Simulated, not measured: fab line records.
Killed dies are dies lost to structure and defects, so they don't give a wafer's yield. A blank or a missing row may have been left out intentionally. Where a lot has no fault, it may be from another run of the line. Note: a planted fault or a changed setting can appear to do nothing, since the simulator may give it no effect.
Comparing a struck lot with a sound one -- flow n5Finfet -- 44 out of 1938 route steps
Sound: the wafers L269.1, L269.3, L269.5. Struck: wafer L280.4. The cause is given at the end.
Per side, at each step with rows, come the tool, then ch with its chambers, and then its first start. Under that, the readings that differ: sound wafers -- struck wafers -- difference of the means -- sigmas: that difference in standard deviations of wafers without a fault.
alike: same words and numbers on both sides, and readings whose means sit less than 2 such deviations apart. not compared: any withheld reading, any reading some wafer has no value for, any bound like >300 that may hide the same value, and any number with overlapping values for which the record gives no deviation.
A row with sigmas, a row that says differs or no value, or rows on one side alone: a step with any of these is where the two part. Numbers that have no deviation but don't overlap get no sigmas and don't part them. A reading that every wafer of one side lacks parts them only if that side has two wafers or more.

first, 1 step without rows for these wafers: N5_BEOL_M0_ANNEAL_135 (time 60 s).
N5_BEOL_M0_SPUTTER_141: material Cu, target thk 4 nm, time 7.37 s.
  sound on pvdSputter-01, day 7 05:58; struck on pvdSputter-01, day 9 18:17
  alike: throttleValvePct
then, 1 step without rows for these wafers: N5_BEOL_M0_ECD_118 (material Cu, target thk 300 nm).
N5_BEOL_M0_ANNEAL_119: time 90 s.
  sound on rtpAnneal-02 ch 0, day 7 06:09; struck on rtpAnneal-01 ch 0, day 9 18:41
reading,sound,struck,difference,sigmas
wafer_temp_C_max,225.56 225.57 225.51,226.24,+0.69,+3
  alike: annealTempC
then, 1 step without rows for these wafers: N5_BEOL_M0_CMP_120 (polishes, stops on SiOC, t overpolish 6.9 s).
N5_BEOL_M0_PRE_CLEAN_131: time 15 s.
  sound on cvdCo-01 ch 0,2, day 7 06:47; struck on cvdCo-02 ch 2, day 9 19:29
  alike: heaterPowerW, rfFwdPowerW
then, 3 steps without rows for these wafers: N5_BEOL_M0_CO_CAP_123 (material Co, precursor CCTBA/H2, target thk 2 nm, time 102.1 s); N5_BEOL_M0_PRE_CLEAN_124 (time 15 s); N5_BEOL_M0_DEP_125 (deposits SiCN from 3MS/NH3, target thk 8 nm, time 14 s).
N5_BEOL_M0_RS_MEAS_126: uses a four-point probe to measure.
  sound on filmMetro-01, day 7 07:01; struck on filmMetro-02, day 9 19:42
  alike: M0_RS
N5_BEOL_M0_INSPECT_127: inspects for defects (darkfield).
  sound on defectInspect-01, day 7 07:02; struck on defectInspect-01, day 9 19:43
  alike: rawDefectCount
N5_BEOL_M1_ILD_DEP_00: deposits SiOC from DEMS/O2, target thk 79 nm, time 15.3 s.
  sound on pecvd-01 ch 0,2, day 7 07:04; struck on pecvd-01 ch 0, day 9 19:47
reading,sound,struck,difference,sigmas
model.SiOC_of_BEOL_M1_ILD_DEP_00.thkNm (nm),78.8 78.4 80,128.4,+49.3,
  alike: chamberPressureTorr, heaterPowerW, rfFwdPowerW, showerheadPlenumPTorr, throttleValvePct
N5_BEOL_M1_THK_MEAS_01:
  sound on filmMetro-01, day 7 07:08; struck on filmMetro-01, day 9 19:50
reading,sound,struck,difference,sigmas
M1_ILD_THK (nm),78.8 78.5 80.1,128.5,+49.4,+41
then, 1 step without rows for these wafers: N5_BEOL_M1_PECVD_72 (deposits SiO2 from TEOS/O2, target thk 16 nm, time 18 s).
N5_BEOL_M1_HM_DEP_02: deposits TiN, target thk 20 nm.
  sound on pvdSputter-03, day 7 08:01; struck on pvdSputter-03, day 9 21:53
  alike: throttleValvePct
then, 9 steps without rows for these wafers: N5_BEOL_M1_COAT_61 (time 60 s, resist thk 60 nm); N5_BEOL_M1_COAT_62 (time 60 s, resist thk 12 nm); N5_BEOL_M1_COAT_73 (time 60 s, resist thk 5 nm); N5_BEOL_M1_COAT_05 (resist thk 30 nm); N5_BEOL_M1_EBR_07; N5_BEOL_M1_SOFTBAKE_06 (time 60 s); N5_BEOL_M1_EXPOSE_08 (exposes mask M1); N5_BEOL_M1_PEB_09 (peb time 60 s); N5_BEOL_M1_DEVELOP_10 (develop time 30 s).
N5_BEOL_M1_CD_MEAS_11 targets a cd of 17.05 nm.
  sound on cdSem-01 ch 0, day 7 08:31; struck on cdSem-02 ch 0, day 9 22:24
reading,sound,struck,difference,sigmas
cdNm (nm),17.08 16.65 16.37,17.36,+0.66,+2
N5_BEOL_M1_OVL_MEAS_12:
  sound on overlay-02 ch 0, day 7 08:33; struck on overlay-01 ch 0, day 9 22:26
  alike: M1_OVL
N5_BEOL_M1_INSPECT_13: inspects for defects (brightfield).
  sound on defectInspect-01, day 7 08:37; struck on defectInspect-02, day 9 22:29
  alike: rawDefectCount
then, 6 steps without rows for these wafers: N5_BEOL_M1_DESCUM_16 (chemistry O2, time 7 s); N5_BEOL_M1_ETCH_74 (etches underlayer in N2/H2, target depth 6.5 nm, time 5.2 s); N5_BEOL_M1_ETCH_63 (etches SiARC in CF4, target depth 15.6 nm, time 26 s); N5_BEOL_M1_ETCH_64 (etches SOC in N2/H2, target depth 75 nm, overetch 15 nm, time 112.5 s); N5_BEOL_M1_STRIP_65 (strips in N2/H2); N5_BEOL_M1_STRIP_75 (strips in N2/H2).
N5_BEOL_M1_STRIP_66: strips in CF4.
  sound on rieDiel-05 ch 0,3, day 7 09:25; struck on rieDiel-05 ch 0, day 9 22:43
  alike: cf4FlowSccm, drypumpMotorCurrentA, oesProductAu, rfFwdPowerW, rfVppV, showerheadPlenumPTorr, throttleValvePct
  not compared: rfHoursCounterH
then, 2 steps without rows for these wafers: N5_BEOL_M1_HM_OPEN_17 (chemistry Cl2/BCl3, target TiN, target depth 20 nm, overetch 6 nm); N5_BEOL_M1_STRIP_19 (strips in O2).
N5_BEOL_M1_CD_MEAS_18: pitch 36 nm, target cd 18 nm.
  sound on cdSem-02, day 7 09:41; struck on cdSem-01, day 9 22:58
  alike: cdNm
then, 4 steps without rows for these wafers: N5_BEOL_M1_COAT_67 (time 60 s, resist thk 60 nm); N5_BEOL_M1_COAT_68 (time 60 s, resist thk 12 nm); N5_BEOL_M1_COAT_76 (time 60 s, resist thk 5 nm); N5_BEOL_M1_COAT_22 (resist thk 30 nm).
N5_BEOL_M1_CMP_52: polishes, stops on SiOC, t overpolish 6.8 s, target thk 40 nm.
  sound on cmp-03 ch 1,2, day 7 14:35; struck on cmp-02 ch 0, day 10 05:46
reading,sound,struck,difference,sigmas
motorCurrentA (A),5.8 5.5 5.7,7.0,+1.3,+2
model.SiOC_of_BEOL_M1_ILD_DEP_00.thkNm (nm),77.8 77.6 79,127.4,+49.3,
model.Cu_of_BEOL_M1_ECD_50.thkNm (nm),41.2 38.4 40,88,+48,
  alike: headPressurePsi, slurryFlowMlMin
  not compared: padLifeWafers
N5_BEOL_M4_RC_MEAS_101:
  the record has rows for the sound wafers here (prober-01 ch 0, day 9 03:13) and none for the struck ones
next, for these wafers, 1 step has no rows: N5_PASSIVATION_PROBE_49.

== WHERE THEY PART ==
At N5_BEOL_M0_ANNEAL_119 first; at N5_BEOL_M4_RC_MEAS_101 last (within this record only).

WHY: what the simulator had put in
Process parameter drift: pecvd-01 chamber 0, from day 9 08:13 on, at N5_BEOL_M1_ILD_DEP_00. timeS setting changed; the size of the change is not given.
